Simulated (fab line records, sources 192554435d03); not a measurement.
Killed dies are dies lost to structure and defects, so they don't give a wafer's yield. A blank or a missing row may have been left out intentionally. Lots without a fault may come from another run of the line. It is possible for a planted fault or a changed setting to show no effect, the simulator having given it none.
Split-lot study	flow n5-finfet	route with 1938 steps; 7 lots, 21 wafers read

THE SPLIT ITSELF
At N5_WELL_APT_COAT_02 (resist thk 950 nm), the setting spin-rpm was moved away from the recipe's 1357 rpm on 6 of the 21 wafers read, by -4.0% to +9.0%. This setting was run at the recipe's value on the other wafers.

The reading comes from the split's own step.

THE READING
coat_of_WELL_APT_COAT_02.thk-nm (the simulator's own value, which no gauge read), in nm, at N5_WELL_APT_COAT_02 (resist thk 950 nm). The file gives no usual value for it. Across the 15 wafers here that went through the recipe, the average is 949.7 nm and the standard deviation 1.8 nm.

wafer	tool, chamber at the split	spin-rpm as run, rpm	against the recipe	coat_of_WELL_APT_COAT_02.thk-nm, nm	against lot-mates on the recipe
L079.1	litho-track-02, 0	1303	-4.0%	971.2	+20.9
L079.3	litho-track-02, 0	1357	recipe	950.2	-
L079.6	litho-track-02, 0	1357	recipe	950.5	-
L080.1	litho-track-03, 0	1357	recipe	947.7	-
L080.2	litho-track-03, 0	1357	recipe	947.9	-
L080.4	litho-track-03, 0	1357	recipe	948.9	-
L082.3	litho-track-03, 0	1445	+6.5%	919.2	-31.6
L082.4	litho-track-03, 0	1445	+6.5%	919.9	-30.9
L082.5	litho-track-03, 0	1357	recipe	950.8	-
L083.2	litho-track-02, 0	1357	recipe	947.9	-
L083.3	litho-track-02, 0	1357	recipe	951.2	-
L083.6	litho-track-02, 0	1357	recipe	946.7	-
L090.3	litho-track-03, 0	1357	recipe	953	-
L090.5	litho-track-03, 0	1357	recipe	950	-
L090.6	litho-track-03, 0	1479	+9.0%	911.4	-40.1
L092.1	litho-track-01, 0	1357	recipe	950.9	-
L092.5	litho-track-01, 0	1357	recipe	947.2	-
L092.6	litho-track-01, 0	1357	recipe	950.1	-
L096.2	litho-track-03, 0	1357	recipe	951.9	-
L096.3	litho-track-03, 0	1426	+5.1%	931.1	-20.8
L096.6	litho-track-03, 0	1426	+5.1%	928.4	-23.5

THE FIT
A straight line over all 21 wafers: coat_of_WELL_APT_COAT_02.thk-nm changes by -4.45 nm for each +1% of spin-rpm; r = -0.99; the points scatter about the line by 2.1 nm.
The same after taking each lot's own level away (the mean of its wafers on the recipe; 21 wafers): -4.65 nm for each +1%; r = -1.00; scatter 1.5 nm.
Per that fit: largest spin-rpm move, reading shift of 42 nm.
Measured against the standard deviation above, the lots' own levels, which go from 948.17 to 951.90 nm, span 2.1 times it.
The two slopes agree, so the slope changes little with the lot-to-lot level.
Check: -42.3 nm against its lot-mates is what the line predicts for one of the wafers moved furthest among these (+9.0%) when that wafer is left out of the fit. It came out at -40.1 nm against them.

ADDITIONAL SPLITS CARRIED BY THESE WAFERS
Other splits were also applied to these wafers ahead of the reading. Each is held against what the fit with the lots' levels taken away leaves over:
other split on the same wafers	wafers away from the commonest value	r with coat_of_WELL_APT_COAT_02.thk-nm (lot level and that fit taken away)
N5_ZERO_LAYER_ETCH_18 icp-w	5	-0.10

FILE'S OWN FIT
coat_of_WELL_APT_COAT_02.thk-nm changes by -4.61 nm for each +1% of spin-rpm, r = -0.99.
